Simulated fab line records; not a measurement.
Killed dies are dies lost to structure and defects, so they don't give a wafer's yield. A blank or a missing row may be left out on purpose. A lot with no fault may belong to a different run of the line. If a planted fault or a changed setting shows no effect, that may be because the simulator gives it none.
fab line records / flow nand-harc
record lots=6 wafers=16 last-day=24
route steps=1159 shown A_SOURCE_PLATE@416 A_ONON_D1@424 END@1159
lots that met no fault: taken from a fault-free run of the same line
start-h: start of the lot's first displayed wafer, in hours after the record's first day / wait-h: hours from the lot's prior step to this one / " unchanged from the row above / L1.1+2: a row that stands for several wafers / - either no value or no given start / * or withheld: withheld / < > ~ a bound
route shown NAME@n: NAME is a module with steps in the file, n the number in the route of the first one / usual: the fault-free wafers' mean and standard deviation / same: alike in all rows / chamber/n: place in a boat / sites: per-site readings / _std_site: their standard deviation / _edge_site: outer sites' mean less inner sites' / radius-mm: how far each site lies from the wafer's centre / mask NAME#n: copy n / behind: the most recent tool/chamber to have shaped the wafer / hold: reason for holding the lot/hours on hold/outcome of the hold / device: which transistor (n, p or np) failed to switch / end of line: tests run on the same wafers once the route is complete / step lacking rows: just its recipe / killed: dies lost to structure and defects at the first sort, not the wafer's yield / map: shows each die of a wafer: x if killed, . if not, _ if none is there
set.NAME: the setting that was run; set.NAME@STEP: the one run at that earlier step / model.NAME: the simulator's own value behind a step, which no gauge read
lots at selected steps of the route; one table per step, one row per wafer
services: when a tool's chamber went out of use (start-h, in hours from the record's first day, below 0 if earlier), for how many hours, and the reason
## steps
# step NHARC_A_SOURCE_PLATE_THK_MEAS_09
# recipe thk-meas-gauge=ellipsometry
# usual thk-nm=9.8/1
lot.wafer=L882.1 tool=film-metro-01 chamber=- start-h=181.31 wait-h=0.4 thk-nm=10.7
lot.wafer=L882.2 tool=film-metro-01 chamber=- start-h=181.31 wait-h=0.4 thk-nm=9.0
lot.wafer=L882.5 tool=film-metro-01 chamber=- start-h=181.31 wait-h=0.4 thk-nm=8.1
lot.wafer=L887.1 tool=film-metro-02 chamber=- start-h=200.02 wait-h=0.4 thk-nm=10.0
lot.wafer=L887.2 tool=film-metro-02 chamber=- start-h=200.02 wait-h=0.4 thk-nm=10.4
lot.wafer=L887.5 tool=film-metro-02 chamber=- start-h=200.02 wait-h=0.4 thk-nm=10.4
lot.wafer=L894.4 tool=film-metro-01 chamber=- start-h=246.96 wait-h=0.4 thk-nm=9.2
lot.wafer=L894.5 tool=film-metro-01 chamber=- start-h=246.96 wait-h=0.4 thk-nm=12.0
lot.wafer=L897.3 tool=film-metro-01 chamber=- start-h=256.43 wait-h=0.4 thk-nm=11.8
lot.wafer=L897.5 tool=film-metro-01 chamber=- start-h=256.43 wait-h=0.4 thk-nm=9.3
lot.wafer=L897.6 tool=film-metro-01 chamber=- start-h=256.43 wait-h=0.4 thk-nm=7.2
lot.wafer=L896.4 tool=film-metro-02 chamber=- start-h=256.43 wait-h=0.4 thk-nm=9.3
lot.wafer=L896.5 tool=film-metro-02 chamber=- start-h=256.43 wait-h=0.4 thk-nm=10.6
lot.wafer=L898.1 tool=film-metro-02 chamber=- start-h=271.63 wait-h=0.4 thk-nm=9.2
lot.wafer=L898.5 tool=film-metro-02 chamber=- start-h=271.63 wait-h=0.4 thk-nm=10.0
lot.wafer=L898.6 tool=film-metro-02 chamber=- start-h=271.63 wait-h=0.4 thk-nm=9.2
# step NHARC_A_SOURCE_PLATE_PVD_04
# recipe target-thk-a=500 material=WSi2
# step NHARC_A_SOURCE_PLATE_CVD_03
# recipe target-thk-a=2000 temp-c=620 pressure-mtorr=200 time-s=4000 material=poly-Si
# step NHARC_A_SOURCE_PLATE_ANNEAL_05
# recipe temp-c=850 time-s=1800
# step NHARC_A_SOURCE_PLATE_THK_MEAS_06
# recipe thk-meas-gauge=ellipsometry
# usual thk-nm=199.3/2.2
lot.wafer=L882.1 tool=film-metro-01 chamber=- start-h=196.39 wait-h=0.4 thk-nm=200.6
lot.wafer=L882.2 tool=film-metro-01 chamber=- start-h=196.39 wait-h=0.4 thk-nm=200.4
lot.wafer=L882.5 tool=film-metro-01 chamber=- start-h=196.39 wait-h=0.4 thk-nm=199.7
lot.wafer=L887.1 tool=film-metro-02 chamber=- start-h=213.06 wait-h=0.4 thk-nm=199.6
lot.wafer=L887.2 tool=film-metro-02 chamber=- start-h=213.06 wait-h=0.4 thk-nm=199.4
lot.wafer=L887.5 tool=film-metro-02 chamber=- start-h=213.06 wait-h=0.4 thk-nm=199.7
lot.wafer=L894.4 tool=film-metro-02 chamber=- start-h=260.07 wait-h=0.4 thk-nm=198.8
lot.wafer=L894.5 tool=film-metro-02 chamber=- start-h=260.07 wait-h=0.4 thk-nm=197.4
lot.wafer=L897.3 tool=film-metro-02 chamber=- start-h=269.54 wait-h=0.4 thk-nm=200.7
lot.wafer=L897.5 tool=film-metro-02 chamber=- start-h=269.54 wait-h=0.4 thk-nm=200.1
lot.wafer=L897.6 tool=film-metro-02 chamber=- start-h=269.54 wait-h=0.4 thk-nm=197.8
lot.wafer=L896.4 tool=film-metro-01 chamber=- start-h=269.55 wait-h=0.4 thk-nm=199.0
lot.wafer=L896.5 tool=film-metro-01 chamber=- start-h=269.55 wait-h=0.4 thk-nm=198.5
lot.wafer=L898.1 tool=film-metro-02 chamber=- start-h=284.43 wait-h=0.4 thk-nm=199.8
lot.wafer=L898.5 tool=film-metro-02 chamber=- start-h=284.43 wait-h=0.4 thk-nm=200.3
lot.wafer=L898.6 tool=film-metro-02 chamber=- start-h=284.43 wait-h=0.4 thk-nm=196.5
# step NHARC_A_SOURCE_PLATE_INSPECT_08
# usual raw-defect-count=62/23
lot.wafer=L882.1 tool=defect-inspect-02 chamber=- start-h=196.48 wait-h=0.0 raw-defect-count=76
lot.wafer=L882.2 tool=defect-inspect-02 chamber=- start-h=196.48 wait-h=0.0 raw-defect-count=54
lot.wafer=L882.5 tool=defect-inspect-02 chamber=- start-h=196.48 wait-h=0.0 raw-defect-count=41
lot.wafer=L887.1 tool=defect-inspect-01 chamber=- start-h=213.17 wait-h=0.0 raw-defect-count=73
lot.wafer=L887.2 tool=defect-inspect-01 chamber=- start-h=213.17 wait-h=0.0 raw-defect-count=76
lot.wafer=L887.5 tool=defect-inspect-01 chamber=- start-h=213.17 wait-h=0.0 raw-defect-count=89
lot.wafer=L894.4 tool=defect-inspect-01 chamber=- start-h=260.14 wait-h=0.0 raw-defect-count=53
lot.wafer=L894.5 tool=defect-inspect-01 chamber=- start-h=260.14 wait-h=0.0 raw-defect-count=102
lot.wafer=L897.3 tool=defect-inspect-01 chamber=- start-h=269.63 wait-h=0.0 raw-defect-count=61
lot.wafer=L897.5 tool=defect-inspect-01 chamber=- start-h=269.63 wait-h=0.0 raw-defect-count=51
lot.wafer=L897.6 tool=defect-inspect-01 chamber=- start-h=269.63 wait-h=0.0 raw-defect-count=38
lot.wafer=L896.4 tool=defect-inspect-02 chamber=- start-h=269.63 wait-h=0.0 raw-defect-count=82
lot.wafer=L896.5 tool=defect-inspect-02 chamber=- start-h=269.63 wait-h=0.0 raw-defect-count=45
lot.wafer=L898.1 tool=defect-inspect-01 chamber=- start-h=284.49 wait-h=0.0 raw-defect-count=31
lot.wafer=L898.5 tool=defect-inspect-01 chamber=- start-h=284.49 wait-h=0.0 raw-defect-count=64
lot.wafer=L898.6 tool=defect-inspect-01 chamber=- start-h=284.49 wait-h=0.0 raw-defect-count=50
# step NHARC_A_ONON_D1_DEP_00
# recipe target-thk-a=10000 n2-flow-sccm=2750 n2o-flow-sccm=2000 nh3-flow-sccm=500 sih4-flow-sccm=210 temp-c=400
# step NHARC_A_ONON_D1_THK_MEAS_02
# recipe thk-meas-gauge=ellipsometry
# usual thk-nm=998/9.7
lot.wafer=L882.1 tool=film-metro-02 chamber=- start-h=197.05 wait-h=- thk-nm=994
lot.wafer=L882.2 tool=film-metro-02 chamber=- start-h=197.05 wait-h=- thk-nm=992
lot.wafer=L882.5 tool=film-metro-02 chamber=- start-h=197.05 wait-h=- thk-nm=993
lot.wafer=L887.1 tool=film-metro-02 chamber=- start-h=213.75 wait-h=- thk-nm=988
lot.wafer=L887.2 tool=film-metro-02 chamber=- start-h=213.75 wait-h=- thk-nm=989
lot.wafer=L887.5 tool=film-metro-02 chamber=- start-h=213.75 wait-h=- thk-nm=989
lot.wafer=L894.4 tool=film-metro-01 chamber=- start-h=260.71 wait-h=- thk-nm=1003
lot.wafer=L894.5 tool=film-metro-01 chamber=- start-h=260.71 wait-h=- thk-nm=1002
lot.wafer=L896.4 tool=film-metro-02 chamber=- start-h=270.21 wait-h=- thk-nm=1015
lot.wafer=L896.5 tool=film-metro-02 chamber=- start-h=270.21 wait-h=- thk-nm=1013
lot.wafer=L897.3 tool=film-metro-01 chamber=- start-h=270.21 wait-h=- thk-nm=995
lot.wafer=L897.5 tool=film-metro-01 chamber=- start-h=270.21 wait-h=- thk-nm=994
lot.wafer=L897.6 tool=film-metro-01 chamber=- start-h=270.21 wait-h=- thk-nm=995
lot.wafer=L898.1 tool=film-metro-02 chamber=- start-h=285.06 wait-h=- thk-nm=1004
lot.wafer=L898.5 tool=film-metro-02 chamber=- start-h=285.06 wait-h=- thk-nm=1004
lot.wafer=L898.6 tool=film-metro-02 chamber=- start-h=285.06 wait-h=- thk-nm=1003
# step NHARC_A_ONON_D1_DEP_03
# recipe target-thk-a=10000 n2-flow-sccm=2750 n2o-flow-sccm=2000 nh3-flow-sccm=500 sih4-flow-sccm=210 temp-c=400
# step NHARC_A_ONON_D1_THK_MEAS_05
# recipe thk-meas-gauge=ellipsometry
# usual thk-nm=1001/15
lot.wafer=L882.1 tool=film-metro-02 chamber=- start-h=197.62 wait-h=- thk-nm=999
lot.wafer=L882.2 tool=film-metro-02 chamber=- start-h=197.62 wait-h=- thk-nm=996
lot.wafer=L882.5 tool=film-metro-02 chamber=- start-h=197.62 wait-h=- thk-nm=998
lot.wafer=L887.1 tool=film-metro-02 chamber=- start-h=214.32 wait-h=- thk-nm=965
lot.wafer=L887.2 tool=film-metro-02 chamber=- start-h=214.32 wait-h=- thk-nm=965
lot.wafer=L887.5 tool=film-metro-02 chamber=- start-h=214.32 wait-h=- thk-nm=965
lot.wafer=L894.4 tool=film-metro-01 chamber=- start-h=261.28 wait-h=- thk-nm=991
lot.wafer=L894.5 tool=film-metro-01 chamber=- start-h=261.28 wait-h=- thk-nm=992
lot.wafer=L896.4 tool=film-metro-01 chamber=- start-h=270.77 wait-h=- thk-nm=1022
lot.wafer=L896.5 tool=film-metro-01 chamber=- start-h=270.77 wait-h=- thk-nm=1022
lot.wafer=L897.3 tool=film-metro-02 chamber=- start-h=270.78 wait-h=- thk-nm=1018
lot.wafer=L897.5 tool=film-metro-02 chamber=- start-h=270.78 wait-h=- thk-nm=1021
lot.wafer=L897.6 tool=film-metro-02 chamber=- start-h=270.78 wait-h=- thk-nm=1021
lot.wafer=L898.1 tool=film-metro-01 chamber=- start-h=285.64 wait-h=- thk-nm=980
lot.wafer=L898.5 tool=film-metro-01 chamber=- start-h=285.64 wait-h=- thk-nm=979
lot.wafer=L898.6 tool=film-metro-01 chamber=- start-h=285.64 wait-h=- thk-nm=980
# step NHARC_A_ONON_D1_DEP_06
# recipe target-thk-a=10000 n2-flow-sccm=2750 n2o-flow-sccm=2000 nh3-flow-sccm=500 sih4-flow-sccm=210 temp-c=400
lot.wafer=L882.1+2+5 tool=pecvd-onon-04 chamber=0 start-h=197.67 wait-h=0.1
lot.wafer=L887.1+2+5 tool=pecvd-onon-02 chamber=0 start-h=214.38 wait-h=0.1
lot.wafer=L894.4+5 tool=pecvd-onon-04 chamber=0 start-h=261.51 wait-h=0.2
lot.wafer=L897.3+5+6 tool=pecvd-onon-02 chamber=0 start-h=270.95 wait-h=0.2
lot.wafer=L896.4+5 tool=pecvd-onon-04 chamber=0 start-h=271.00 wait-h=0.2
lot.wafer=L898.1+5+6 tool=pecvd-onon-02 chamber=0 start-h=285.70 wait-h=0.1
# step NHARC_A_ONON_D1_THK_MEAS_08
# recipe thk-meas-gauge=ellipsometry
# usual thk-nm=999/13
lot.wafer=L882.1 tool=film-metro-01 chamber=- start-h=198.18 wait-h=- thk-nm=1004
lot.wafer=L882.2 tool=film-metro-01 chamber=- start-h=198.18 wait-h=- thk-nm=1006
lot.wafer=L882.5 tool=film-metro-01 chamber=- start-h=198.18 wait-h=- thk-nm=1004
lot.wafer=L887.1 tool=film-metro-02 chamber=- start-h=214.91 wait-h=- thk-nm=1011
lot.wafer=L887.2 tool=film-metro-02 chamber=- start-h=214.91 wait-h=- thk-nm=1013
lot.wafer=L887.5 tool=film-metro-02 chamber=- start-h=214.91 wait-h=- thk-nm=1012
lot.wafer=L894.4 tool=film-metro-01 chamber=- start-h=261.85 wait-h=- thk-nm=963
lot.wafer=L894.5 tool=film-metro-01 chamber=- start-h=261.85 wait-h=- thk-nm=612
lot.wafer=L896.4 tool=film-metro-01 chamber=- start-h=271.36 wait-h=- thk-nm=993
lot.wafer=L896.5 tool=film-metro-01 chamber=- start-h=271.36 wait-h=- thk-nm=642
lot.wafer=L897.3 tool=film-metro-02 chamber=- start-h=271.37 wait-h=- thk-nm=983
lot.wafer=L897.5 tool=film-metro-02 chamber=- start-h=271.37 wait-h=- thk-nm=985
lot.wafer=L897.6 tool=film-metro-02 chamber=- start-h=271.37 wait-h=- thk-nm=983
lot.wafer=L898.1 tool=film-metro-02 chamber=- start-h=286.21 wait-h=- thk-nm=1004
lot.wafer=L898.5 tool=film-metro-02 chamber=- start-h=286.21 wait-h=- thk-nm=1005
lot.wafer=L898.6 tool=film-metro-02 chamber=- start-h=286.21 wait-h=- thk-nm=1005
# step NHARC_A_ONON_D1_DEP_09
# recipe target-thk-a=10000 n2-flow-sccm=2750 n2o-flow-sccm=2000 nh3-flow-sccm=500 sih4-flow-sccm=210 temp-c=400
# step NHARC_END_SORT_01
# recipe temp-c=25
# usual killed-at-array=25/9.5 killed-at-other=0.8/1.2 killed-at-periphery=3.4/2.2 killed-dies=29/10 killed-open=3.3/1.8 killed-short=2.1/1.4
# same gross-dies=677
lot.wafer=L894.5 tool=prober-01 chamber=0 start-h=538.50 wait-h=3.7 killed-at-array=674 killed-at-other=0 killed-at-periphery=3 killed-dies=677 killed-open=4 killed-short=4
lot.wafer=L896.5 tool=prober-01 chamber=0 start-h=564.39 wait-h=3.6 killed-at-array=674 killed-at-other=0 killed-at-periphery=3 killed-dies=677 killed-open=3 killed-short=3
# killed by level:class
L894.5 A_ONON_D1:area-dep=656 A_SLIT:chamber-film-flake=7 A_CHANNEL_HOLE_D1:chamber-film-flake=2 P_CONTACT:geometric-particle:open=1 A_ONON_D1:geometric-particle:short=1 A_CHANNEL_FILL_D1:geometric-particle:open=1 A_WL_FILL:geometric-particle:short=1 A_CONTACT:geometric-particle:short=1
L896.5 A_ONON_D1:area-dep=643 A_SLIT:chamber-film-flake=16 A_CHANNEL_HOLE_D1:chamber-film-flake=3 A_STAIRCASE:chamber-film-flake=3 P_M2:geometric-particle:short=1 A_ONON_D1:geometric-particle:short=1 A_WL_FILL:geometric-particle:short=1 A_CONTACT:geometric-particle:open=1
# map L894.5 (x killed, . not)
____________x____________
_________xxxxxxx_________
_______xxxxxxxxxxx_______
______xxxxxxxxxxxxx______
_____xxxxxxxxxxxxxxx_____
____xxxxxxxxxxxxxxxxx____
____xxxxxxxxxxxxxxxxx____
___xxxxxxxxxxxxxxxxxxx___
___xxxxxxxxxxxxxxxxxxx___
__xxxxxxxxxxxxxxxxxxxxx__
__xxxxxxxxxxxxxxxxxxxxx__
_xxxxxxxxxxxxxxxxxxxxxxx_
_xxxxxxxxxxxxxxxxxxxxxxx_
_xxxxxxxxxxxxxxxxxxxxxxx_
_xxxxxxxxxxxxxxxxxxxxxxx_
_xxxxxxxxxxxxxxxxxxxxxxx_
xxxxxxxxxxxxxxxxxxxxxxxxx
xxxxxxxxxxxxxxxxxxxxxxxxx
xxxxxxxxxxxxxxxxxxxxxxxxx
xxxxxxxxxxxxxxxxxxxxxxxxx
xxxxxxxxxxxxxxxxxxxxxxxxx
_xxxxxxxxxxxxxxxxxxxxxxx_
_xxxxxxxxxxxxxxxxxxxxxxx_
_xxxxxxxxxxxxxxxxxxxxxxx_
_xxxxxxxxxxxxxxxxxxxxxxx_
_xxxxxxxxxxxxxxxxxxxxxxx_
__xxxxxxxxxxxxxxxxxxxxx__
__xxxxxxxxxxxxxxxxxxxxx__
___xxxxxxxxxxxxxxxxxxx___
___xxxxxxxxxxxxxxxxxxx___
____xxxxxxxxxxxxxxxxx____
____xxxxxxxxxxxxxxxxx____
_____xxxxxxxxxxxxxxx_____
______xxxxxxxxxxxxx______
_______xxxxxxxxxxx_______
_________xxxxxxx_________
____________x____________
# map L896.5 (x killed, . not)
____________x____________
_________xxxxxxx_________
_______xxxxxxxxxxx_______
______xxxxxxxxxxxxx______
_____xxxxxxxxxxxxxxx_____
____xxxxxxxxxxxxxxxxx____
____xxxxxxxxxxxxxxxxx____
___xxxxxxxxxxxxxxxxxxx___
___xxxxxxxxxxxxxxxxxxx___
__xxxxxxxxxxxxxxxxxxxxx__
__xxxxxxxxxxxxxxxxxxxxx__
_xxxxxxxxxxxxxxxxxxxxxxx_
_xxxxxxxxxxxxxxxxxxxxxxx_
_xxxxxxxxxxxxxxxxxxxxxxx_
_xxxxxxxxxxxxxxxxxxxxxxx_
_xxxxxxxxxxxxxxxxxxxxxxx_
xxxxxxxxxxxxxxxxxxxxxxxxx
xxxxxxxxxxxxxxxxxxxxxxxxx
xxxxxxxxxxxxxxxxxxxxxxxxx
xxxxxxxxxxxxxxxxxxxxxxxxx
xxxxxxxxxxxxxxxxxxxxxxxxx
_xxxxxxxxxxxxxxxxxxxxxxx_
_xxxxxxxxxxxxxxxxxxxxxxx_
_xxxxxxxxxxxxxxxxxxxxxxx_
_xxxxxxxxxxxxxxxxxxxxxxx_
_xxxxxxxxxxxxxxxxxxxxxxx_
__xxxxxxxxxxxxxxxxxxxxx__
__xxxxxxxxxxxxxxxxxxxxx__
___xxxxxxxxxxxxxxxxxxx___
___xxxxxxxxxxxxxxxxxxx___
____xxxxxxxxxxxxxxxxx____
____xxxxxxxxxxxxxxxxx____
_____xxxxxxxxxxxxxxx_____
______xxxxxxxxxxxxx______
_______xxxxxxxxxxx_______
_________xxxxxxx_________
____________x____________
## services
tool=pecvd-onon-04 chamber=- start-h=237.00 hours=13.0 kind=pm
## key
first-sign step=NHARC_A_ONON_D1_THK_MEAS_08 reading=thk-nm direction=down sigmas=29 usual=999 struck=627
effect step=NHARC_END_SORT_01 reading=killed-at-array direction=up sigmas=68 usual=25 struck=674
more-kills-born-at NHARC_A_ONON_D1_DEP_06@pecvd-onon-04=1299
met-at NHARC_A_ONON_D1_DEP_06
struck-wafers L894.5,L896.5
later-rows-left-out L894.5,L896.5
tester-left-out L894,L896
onset-between 197.67 261.51
fault kind=process-parameter-drift tool=pecvd-onon-04 chamber=- onset-h=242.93 steps=NHARC_A_ONON_D1_DEP_06 channel=target-thk-a offset=* shape=step end-h=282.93 scope=struck-wafers-only acts-in=* stated=*
# tester-left-out: of these lots the tester's yield and bins aren't shown, on N5 and GAA mostly nor the transistor test; their killed dies are dies lost to structure and defects alone, not to doping, threshold or leakage, so they don't give the yield
# later-rows-left-out: the simulator's readings of these wafers behind a module that went badly wrong aren't trusted and aren't shown, but for the sort
